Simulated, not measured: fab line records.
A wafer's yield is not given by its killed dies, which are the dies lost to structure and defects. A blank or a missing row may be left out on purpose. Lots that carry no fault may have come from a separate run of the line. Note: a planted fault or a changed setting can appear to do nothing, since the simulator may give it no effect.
fab line records	flow n5_finfet
record lots=11	wafers=28	last_day=19
route steps=1938 shown HKMG_FIN@412 BEOL_M4@1111 BEOL_M15@1824 PAD_METAL@1894 PASSIVATION@1936 END@1938
lots that met no fault: from a run of the same line without faults
start_h: the number of hours between the record's first day and the start of the first shown wafer of the lot	wait_h: hours from the lot's prior step to this one	" as in the row above	L1.1+2: several wafers, shown together as one row	- no value, or no start was given	* or withheld: withheld	< > ~ a bound
route shown NAME@n: a module of which the file shows steps, and the number in the route of the first	usual: mean and standard deviation over wafers with no fault	same: alike in all rows	chamber/n: place in a boat	sites: each site's reading	_std_site: the standard deviation of these	_edge_site: mean of outer sites minus mean of inner sites	radius_mm: for every site, how far away it sits from the centre of the wafer	mask NAME#n: copy n	behind: tool/chamber where the wafer was last shaped	hold: the reason the lot was held/the length of the hold in hours/how it ended	device: names the non-switching transistor (n, p or np)	end of line: at the end of the route, the tests of the same wafers	a step with no rows: only its recipe	killed: dies lost to structure and defects at the first sort, not the wafer's yield	map: shows each die of a wafer: x if killed, . if not, _ if none is there
set.NAME: the setting that was run; set.NAME@STEP: the one run at that earlier step	model.NAME: the simulator's own value behind a step, which no gauge read
one table for each step of the route and one row for each wafer, over a sample of lots
services: the hour from which a tool's chamber was out of use, counted from the record's first day as start_h (under 0 if before that day), plus the number of hours and why
## steps
# step N5_HKMG_FIN_ALD_79
# recipe material=TiN	target_thk_a=15	temp_c=400	ald_precursor_family=TiCl4	ald_co_reactant=NH3	pulse_time_s=1	purge_time_s=3	co_reactant_purge_time_s=2	co_reactant_pulse_time_s=2	ald_cycles=68	pressure_torr=3
# usual heater_power_outer_w=534/66	heater_power_w=852/100	precursor_pulse_height_rel=1.000/0.019
lot.wafer	tool	chamber	start_h	wait_h	heater_power_outer_w	heater_power_w	precursor_pulse_height_rel
L214.1	ald_metal-03	2	77.71	0.0	558	918	0.990
L214.5	"	1	"	"	607	934	0.973
L214.6	"	2	"	"	575	902	1.018
L215.2	ald_metal-03	3	84.07	0.0	511	796	0.984
L215.5	"	2	"	"	543	942	0.987
L215.6	"	3	"	"	498	788	0.989
L216.4	ald_metal-03	2	92.51	0.0	580	886	1.017
L216.5	"	3	"	"	505	774	0.979
L216.6	"	2	"	"	559	914	1.001
L218.1	ald_metal-03	0	102.74	0.0	488	811	0.954
L218.5	"	0	"	"	510	774	0.991
L229.3	ald_metal-02	1	163.60	0.1	524	833	1.005
L229.4	"	2	"	"	412	730	1.032
L231.2	ald_metal-03	2	173.60	0.0	564	913	1.005
L231.3	"	0	"	"	507	795	1.020
L231.4	"	1	"	"	600	909	1.008
L232.2	ald_metal-02	0	181.75	0.0	457	687	1.023
L232.4	"	2	"	"	416	729	1.004
L232.6	"	3	"	"	561	856	1.014
L233.5	ald_metal-03	1	187.51	0.2	603	944	1.021
L233.6	"	0	"	"	498	801	1.002
L234.2	ald_metal-03	2	194.79	0.0	565	927	0.987
L234.5	"	3	"	"	510	789	0.997
L236.1	ald_metal-01	0	205.50	0.0	610	943	1.010
L236.3	"	3	"	"	536	946	0.993
L236.5	"	1	"	"	450	743	0.988
L237.4	ald_metal-02	0	211.96	0.0	453	687	0.995
L237.5	"	3	"	"	574	864	1.003
# step N5_BEOL_M4_RC_MEAS_101
# usual DIBL_N=36.5/2.2	DIBL_P=36.9/2.9	IOFF_N=0.17/0.044	IOFF_P=0.22/0.052	ION_N=671/16	ION_P=461/10	SS_N=71.6/0.73	SS_P=73.5/0.79	VT_N=250/4.1	VT_P=-250/4.1
lot.wafer	tool	chamber	start_h	wait_h	DIBL_N[mV/V]	DIBL_P[mV/V]	IOFF_N[nA/um]	IOFF_P[nA/um]	ION_N[uA/um]	ION_P[uA/um]	SS_N[mV/dec]	SS_P[mV/dec]	VT_N[mV]	VT_P[mV]
L214.1	prober-01	0	178.63	0.0	34.2	34.7	0.12	0.16	667	455	70.9	72.1	253	-255
L214.5	"	0	"	"	35.1	37.1	0.13	0.19	674	463	71.0	72.9	252	-254
L214.6	"	0	"	"	32.4	30.0	0.09	0.10	647	440	70.4	71.1	260	-262
L215.2	prober-02	0	196.53	0.2	35.9	36.2	0.15	0.21	666	459	70.7	73.0	249	-249
L215.5	"	0	"	"	36.7	36.3	0.15	0.20	656	453	71.3	73.7	250	-252
L215.6	"	0	"	"	35.2	36.0	0.14	0.21	664	461	71.9	73.2	253	-248
L216.4	prober-01	0	203.46	0.5	34.2	34.5	0.11	0.18	655	451	71.1	72.1	258	-254
L216.5	"	0	"	"	37.0	38.1	0.16	0.22	655	448	72.2	73.3	250	-252
L216.6	"	0	"	"	35.7	37.1	0.13	0.21	668	463	71.2	72.9	252	-251
L218.1	prober-02	0	209.09	0.0	38.2	39.6	0.18	0.26	680	466	72.3	73.7	249	-248
L218.5	"	0	"	"	36.5	36.7	0.14	0.16	646	437	72.3	73.8	255	-258
L231.2	prober-02	0	290.77	0.2	34.6	35.2	0.13	0.19	662	461	71.6	72.9	252	-250
L231.3	"	0	"	"	38.4	41.1	0.23	0.30	700	477	71.5	74.3	240	-246
L231.4	"	0	"	"	37.3	39.9	0.18	0.30	656	459	71.9	74.1	248	-244
L229.3	prober-01	0	291.50	0.6	38.2	39.8	0.20	0.25	684	468	72.4	73.7	249	-249
L229.4	"	0	"	"	37.5	38.9	0.18	0.24	670	459	72.2	73.6	249	-251
L232.2	prober-01	0	297.22	0.2	32.5	32.7	0.11	0.14	658	455	69.8	71.9	252	-255
L232.4	"	0	"	"	40.5	41.8	0.22	0.26	677	461	72.3	75.3	247	-249
L232.6	"	0	"	"	35.3	35.7	0.14	0.18	657	453	70.3	73.5	251	-253
L233.5	prober-02	0	297.47	0.6	34.6	34.3	0.13	0.16	652	445	71.5	72.7	253	-253
L233.6	"	0	"	"	36.5	37.3	0.18	0.20	669	453	71.7	73.7	245	-250
L234.2	prober-02	0	315.73	0.2	35.1	34.2	0.16	0.24	682	478	71.1	72.9	251	-243
L234.5	"	0	"	"	40.6	41.2	0.31	0.38	707	487	72.5	74.8	241	-238
L236.1	prober-01	0	317.82	0.0	35.3	35.5	0.14	0.18	666	461	70.9	73.1	250	-252
L236.3	"	0	"	"	38.1	38.7	0.18	0.23	674	463	71.7	74.3	247	-249
L236.5	"	0	"	"	37.8	39.4	0.17	0.25	668	461	71.4	74.4	248	-252
L237.4	prober-01	0	340.80	0.5	40.2	42.9	0.23	0.29	669	456	72.3	74.7	248	-247
L237.5	"	0	"	"	42.3	44.0	0.28	0.33	702	471	73.4	75.0	242	-243
# step N5_BEOL_M15_CMP_49
# recipe stop_on=SiO2	t_overpolish_s=4.9	down_force_psi=2	platen_rpm=80	clearing_platen_down_force_psi=2	clearing_platen_rpm=80	post_cmp_clean=cu_alkaline	target_thk_nm=850	clearing_platen_pad_velocity_m_s=1.5917	pad_velocity_m_s=1.5917
# usual barrier_field_endpoint_s=11.3/0.36	clearing_platen_down_force_psi=2.000/0.0045	clearing_platen_rpm=80.00/0.045	motor_current_A=8.1/0.65	overpolish_run_s=4.899/0.0088
lot.wafer	tool	chamber	start_h	wait_h	barrier_field_endpoint_s	clearing_platen_down_force_psi	clearing_platen_rpm	motor_current_A	overpolish_run_s
L214.1	cmp-04	1	270.87	0.3	11.2	2.002	80.05	9.0	4.912
L214.6	"	3	"	"	10.9	2.002	79.96	7.5	4.908
L214.5	"	0	"	"	11.0	1.994	80.01	8.4	4.901
L215.2	cmp-01	1	291.06	0.3	11.2	2.006	79.99	7.4	4.904
L215.6	"	2	"	"	11.2	2.005	80.01	8.6	4.890
L215.5	"	3	"	"	10.8	2.004	79.95	8.2	4.907
L216.4	cmp-01	3	291.71	0.2	11.0	2.001	80.00	7.8	4.896
L216.6	"	1	"	"	11.9	2.003	79.97	7.4	4.905
L216.5	"	2	"	"	11.8	2.000	79.96	8.5	4.891
L218.1	cmp-01	3	306.30	0.3	11.2	2.004	80.01	7.4	4.907
L218.5	"	0	"	"	11.6	1.996	79.96	8.5	4.897
L231.4	cmp-03	1	384.49	0.2	11.7	1.997	79.98	9.7	4.886
L231.3	"	2	"	"	11.4	2.003	80.05	8.0	4.894
L231.2	"	3	"	"	11.9	2.006	79.98	7.4	4.899
L229.3	cmp-01	1	394.25	0.2	11.2	1.996	79.93	7.5	4.901
L229.4	"	0	"	"	11.5	2.000	79.98	8.7	4.916
L233.6	cmp-03	0	396.60	0.2	10.5	2.001	79.98	7.6	4.900
L233.5	"	1	"	"	11.3	2.000	80.10	9.3	4.890
L232.2	cmp-04	3	401.77	0.2	10.5	2.003	79.94	7.6	4.898
L232.4	"	0	"	"	11.1	1.998	80.05	8.4	4.893
L232.6	"	0	"	"	11.1	2.008	79.99	8.2	4.902
L236.1	cmp-03	1	413.36	0.3	11.7	1.996	80.03	9.4	4.887
L236.3	"	2	"	"	11.0	1.986	79.98	7.8	4.912
L236.5	"	0	"	"	11.3	2.002	79.94	7.8	4.898
L234.2	cmp-01	1	413.66	0.3	11.3	1.998	80.13	7.3	4.889
L234.5	"	3	"	"	10.8	2.004	80.04	7.7	4.890
L237.4	cmp-03	3	431.51	0.1	11.2	2.002	80.06	7.3	4.916
L237.5	"	3	"	"	11.6	2.009	80.01	7.1	4.902
# step N5_PASSIVATION_PRE_CLEAN_19
# recipe gas=H2/He	time_s=*	temp_c=*
# usual heater_power_w=471/48
# same time_s=*
lot.wafer	tool	chamber	start_h	wait_h	heater_power_w
L214.1	pvd_sputter-03	-	284.81	0.0	461
L214.5	"	-	"	"	469
L214.6	"	-	"	"	442
L216.4	pvd_sputter-01	-	301.66	0.0	410
L216.5	"	-	"	"	571
L216.6	"	-	"	"	446
L215.2	pvd_sputter-02	-	301.77	0.0	402
L215.5	"	-	"	"	415
L215.6	"	-	"	"	401
L218.1	pvd_sputter-01	-	317.49	0.0	458
L218.5	"	-	"	"	578
L231.2	pvd_sputter-01	-	396.11	0.0	494
L231.3	"	-	"	"	588
L231.4	"	-	"	"	436
L229.3	pvd_sputter-01	-	405.20	0.0	499
L229.4	"	-	"	"	453
L233.5	pvd_sputter-01	-	406.08	0.0	448
L233.6	"	-	"	"	503
L232.2	pvd_sputter-02	-	411.34	0.0	410
L232.4	"	-	"	"	519
L232.6	"	-	"	"	471
L234.2	pvd_sputter-03	-	423.92	0.0	440
L234.5	"	-	"	"	441
L236.1	pvd_sputter-02	-	424.82	0.0	475
L236.3	"	-	"	"	531
L236.5	"	-	"	"	529
L237.4	pvd_sputter-03	-	443.78	0.0	445
L237.5	"	-	"	"	456
# step N5_PASSIVATION_PROBE_49
# usual defect_limited_yield=91.3/1.4	killed_at_M0_to_M3=36/10	killed_at_M4_up=13/5.4	killed_at_contacts=12/5.3	killed_at_front_end=39/10	killed_at_other=3.2/2.7	killed_dies=103/16	killed_open=68/13	killed_short=33/6.6	sort_bin_4_leakage=0.01/0.031	sort_bin_5_function=5.1/0.92	sort_bin_6_memory=3.3/0.68	sort_bin_8_speed=0.1/0.41	sort_n_pass=1077/17	sort_yield_pct=91.2/1.4
# same gross_dies=1180	killed_at_back_side=0
lot.wafer	tool	chamber	start_h	wait_h	defect_limited_yield[%]	killed_at_M0_to_M3	killed_at_M4_up	killed_at_contacts	killed_at_front_end	killed_at_other	killed_dies	killed_open	killed_short	sort_bin_4_leakage[%]	sort_bin_5_function[%]	sort_bin_6_memory[%]	sort_bin_8_speed[%]	sort_n_pass	sort_yield_pct[%]
L218.1	prober-01	-	323.45	0.0	91.8	26	13	13	42	3	97	65	30	0	4.9	3.0	0	1083	91.8
L218.5	prober-01	-	323.65	0.2	89.2	61	7	15	43	1	127	90	35	0	6.9	3.8	3.8	1008	85.4
# killed by level:class
L218.1 STI_FIN_REVEAL:geometric_particle:open=9 MOL_CONTACT_COAG:geometric_particle:open=9 BEOL_M2:geometric_particle:open=7 FIN_SAQP:geometric_particle:open=5 GATE_CUT:geometric_particle:short=5 BEOL_M1:geometric_particle:open=4 BEOL_M11:geometric_particle:open=4 FIN_SAQP:geometric_particle:short=3
L218.5 BEOL_M0_SAQP:geometric_particle:short=12 MOL_CONTACT_COAG:geometric_particle:open=11 BEOL_M0_SAQP:geometric_particle:open=11 BEOL_M0:geometric_particle:open=10 BEOL_M3:geometric_particle:open=9 BEOL_M1:geometric_particle:open=8 FIN_SAQP:geometric_particle:open=7 GATE_CUT:geometric_particle:open=6
# step N5_PASSIVATION_INSPECT_57
# recipe inspect_instrument=macro	mode=outgoing
# usual raw_defect_count=2.1/1.5
lot.wafer	tool	chamber	start_h	wait_h	raw_defect_count
L214.1	defect_inspect-02	-	291.24	0.0	1
L214.5	"	-	"	"	2
L214.6	"	-	"	"	3
L216.4	defect_inspect-01	-	307.81	0.0	2
L216.5	"	-	"	"	4
L216.6	"	-	"	"	3
L215.2	defect_inspect-01	-	308.10	0.0	3
L215.5	"	-	"	"	3
L215.6	"	-	"	"	3
L218.1	defect_inspect-01	-	323.80	0.0	2
L218.5	"	-	"	"	0
L231.2	defect_inspect-01	-	402.72	0.0	4
L231.3	"	-	"	"	1
L231.4	"	-	"	"	2
L229.3	defect_inspect-01	-	412.37	0.0	2
L229.4	"	-	"	"	2
L233.5	defect_inspect-01	-	412.50	0.0	4
L233.6	"	-	"	"	0
L232.2	defect_inspect-01	-	417.30	0.0	3
L232.4	"	-	"	"	1
L232.6	"	-	"	"	1
L234.2	defect_inspect-02	-	430.28	0.0	0
L234.5	"	-	"	"	3
L236.1	defect_inspect-02	-	432.75	0.0	3
L236.3	"	-	"	"	1
L236.5	"	-	"	"	2
L237.4	defect_inspect-02	-	450.03	0.0	3
L237.5	"	-	"	"	1
## services
tool	chamber	start_h	hours	kind
pvd_sputter-01	-	55.98	5.2	repair
pvd_sputter-03	-	68.31	24.3	repair
ald_metal-03	0	69.48	4.2	repair
pvd_sputter-01	-	79.04	1.6	repair
cmp-01	-	131.09	4.0	pm
pvd_sputter-02	-	146.23	1.1	repair
cmp-03	-	151.95	0.4	repair
cmp-03	-	194.07	0.9	repair
ald_metal-03	2	203.26	5.1	repair
cmp-01	-	214.31	10.5	pm
cmp-03	-	240.10	2.5	repair
ald_metal-03	2	240.58	5.5	repair
cmp-03	-	275.77	1.4	repair
cmp-01	-	289.56	1.3	repair
cmp-03	-	289.77	4.0	pm
cmp-03	-	300.11	0.2	repair
cmp-03	-	336.12	6.8	pm
pvd_sputter-01	-	367.25	3.0	repair
cmp-01	-	376.79	3.4	pm
cmp-01	-	384.29	1.3	repair
cmp-03	-	398.79	5.1	pm
cmp-01	-	405.67	4.0	pm
cmp-01	-	416.35	2.9	repair
cmp-03	-	427.64	1.0	repair
## key
first_sign step=N5_PASSIVATION_PROBE_49	reading=sort_bin_8_speed	direction=up	sigmas=9.2	usual=0.1	struck=3.8
effect step=N5_PASSIVATION_PROBE_49	reading=sort_n_pass	direction=down	sigmas=4.1	usual=1077	struck=1008
met_at N5_HKMG_FIN_ALD_79
struck_lots L218
struck_wafers L218.5
not_acting_at N5_BEOL_M15_CMP_49,N5_PASSIVATION_PRE_CLEAN_19,N5_PASSIVATION_INSPECT_57
onset_between 92.51 102.74
fault kind=process_parameter_drift	tool=ald_metal-03	chamber=-	onset_h=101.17	steps=N5_HKMG_FIN_ALD_79	channel=target_thk_a	offset=*	shape=step	end_h=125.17	scope=struck_wafers_only	acts_in=*	stated=*
